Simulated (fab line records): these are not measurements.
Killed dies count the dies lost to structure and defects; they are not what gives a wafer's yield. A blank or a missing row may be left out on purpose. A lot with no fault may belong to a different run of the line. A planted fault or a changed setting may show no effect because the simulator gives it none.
Chamber matching | flow nand harc | 4 sister chambers for NHARC_P_M1_DESCUM_14 on rie diel-03
The step chemistry O2, time 3 s. 16 wafers are shown with their chamber, then 8 later ones without.

== WAFERS, EACH WITH ITS CHAMBER ==
wafer  | chamber | drypump motor current A (A) | oes product au (a.u.) | rf vpp V (V)
L077.2 | 2       | 5.3                         | 0.988                 | 58.8
L077.4 | 1       | 6.0                         | 0.989                 | 56.7
L077.6 | 2       | 5.3                         | 0.972                 | 57.1
L078.1 | 2       | 5.3                         | 0.982                 | 57.8
L078.3 | 0       | 5.7                         | 0.996                 | 58.8
L078.4 | 3       | 5.5                         | 0.988                 | 57.7
L078.2 | 1       | 6.0                         | 1.005                 | 55.9
L078.5 | 0       | 5.8                         | 0.999                 | 56.8
L078.6 | 1       | 6.0                         | 0.993                 | 58.7
L087.2 | 3       | 5.5                         | 0.981                 | 57.7
L087.3 | 0       | 5.8                         | 1.009                 | 59.9
L087.5 | 1       | 6.0                         | 0.990                 | 57.4
L088.1 | 1       | 6.0                         | 0.996                 | 56.3
L088.3 | 3       | 5.6                         | 0.984                 | 56.9
L088.6 | 0       | 5.8                         | 1.000                 | 58.6
L091.2 | 3       | 5.6                         | 0.990                 | 57.6

SIGNATURES, as means of the wafers listed above
reading                 | chamber 0 | chamber 1 | chamber 2 | chamber 3 | scatter within a chamber
drypump motor current A | 5.775     | 6.000     | 5.300     | 5.550     | 0.0382
oes product au          | 1.00100   | 0.99460   | 0.98067   | 0.98575   | 0.00605
rf vpp V                | 58.525    | 57.000    | 57.900    | 57.475    | 0.987
Rule: a wafer's distance from a chamber is the root of the sum, over the readings, of the square of ((its reading less the chamber's mean) divided by the reading's scatter). The wafer belongs to the nearest chamber; if the next one is less than 2 further off, it can't be placed. How the scatter is found: for the shown wafers, subtract from each reading the mean of its chamber, square and add these, divide the total by (wafers less chambers), then take the root.

== WAFERS MISSING THEIR CHAMBER ==
wafer  | drypump motor current A (A) | oes product au (a.u.) | rf vpp V (V)
L091.3 | 6.0                         | 0.988                 | 57.2
L091.4 | 5.8                         | 1.019                 | 57.4
L093.3 | 6.0                         | 0.986                 | 57.9
L093.4 | 5.8                         | 1.012                 | 55.7
L093.6 | 5.5                         | 0.994                 | 57.2
L096.1 | 5.3                         | 0.979                 | 57.5
L096.2 | 6.0                         | 0.995                 | 57.1
L096.4 | 5.8                         | 1.009                 | 59.3

== THE CHAMBER EACH PASSED THROUGH ==
wafer  | from the rows above | in truth
L091.3 | 1                   | 1
L091.4 | 0                   | 0
L093.3 | 1                   | 1
L093.4 | 0                   | 0
L093.6 | 3                   | 3
L096.1 | 2                   | 2
L096.2 | 1                   | 1
L096.4 | 0                   | 0
Correct placement for 8 of the 8. From these rows, 0 cannot be placed. 0 placed wrongly.
